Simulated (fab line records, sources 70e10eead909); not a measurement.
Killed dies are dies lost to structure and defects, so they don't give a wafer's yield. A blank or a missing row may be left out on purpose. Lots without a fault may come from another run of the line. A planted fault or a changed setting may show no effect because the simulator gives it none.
Problem report in the 8D (eight disciplines) form, filled by code | flow nand_harc | the parts of the form that need people (team, actions taken, sign-off) are left out

1. THE PROBLEM
heater_power_total_W at NHARC_A_BLC_SOFTBAKE_05 reads a mean of 186.28 W on 6 wafers of 2 lots; wafers without a fault read 188.44 W with a standard deviation of 0.13. That is -17 standard deviations from the usual mean.
The step: time 55 s.
First seen on wafer L860.2, day 17 14:00, on litho_track-06. The record holds 36 wafers of 12 lots with a number at this step. Rule for "out", or "out of limits": more than 4 standard deviations from the usual mean. The other wafers with a number count as sound.

2. WHAT IT IS AND WHAT IT IS NOT
question                    | is                     | is not
which readings at this step | heater_power_total_W   | -
which lots                  | L860, L866             | L859, L861, L863, L865, L873, L875, L876, L877, L878, L880
which wafers of those lots  | all that have a number | -
read on which tools         | litho_track-06         | litho_track-01, litho_track-04
when                        | from day 17 14:00      | up to then (6 sound wafers); but 24 sound wafers of L863, L865, L873, L875, L876, L877, L878, L880 came after

3. SUSPECTS, AND WHAT RULES EACH OUT
Counting: a tool at a process step up to the reading stays a suspect if it ran every lot that is out and no sound lot after the first of them.
- litho_track-06 at NHARC_A_BLC_SOFTBAKE_05 (time 55 s): ruled out as a lasting fault. Sound lots L875, L877, L878, L880 ran on it after its first lot that is out, L860 (day 17 14:00).
Left after counting: nothing in the record.

4. THE CAUSE (what the simulator had put in)
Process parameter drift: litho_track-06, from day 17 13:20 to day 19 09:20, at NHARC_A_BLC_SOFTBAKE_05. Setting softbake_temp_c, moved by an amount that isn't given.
Counting ruled it out, wrongly.

5. THE CHAIN OF EFFECTS, in route order
Each row: a reading whose mean over the struck wafers that have a number lies more than 3 standard deviations from the usual. Only readings for which the record gives a usual standard deviation are gone through. hours: the time from each lot's start at the first step in this table that gives one to its start at this step, as a median over the lots. sigmas: the change in usual standard deviations.
hours | step                    | reading              | usual    | on struck wafers | change | sigmas
0     | NHARC_A_BLC_SOFTBAKE_05 | heater_power_total_W | 188.44 W | 186.28           | -2.16  | -17
The process steps in it:
- NHARC_A_BLC_SOFTBAKE_05: time 55 s.

6. WHAT WOULD HAVE CAUGHT IT SOONER
In this record the first reading out of limits was taken at day 17 14:00, 1 hour after the fault began at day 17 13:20.
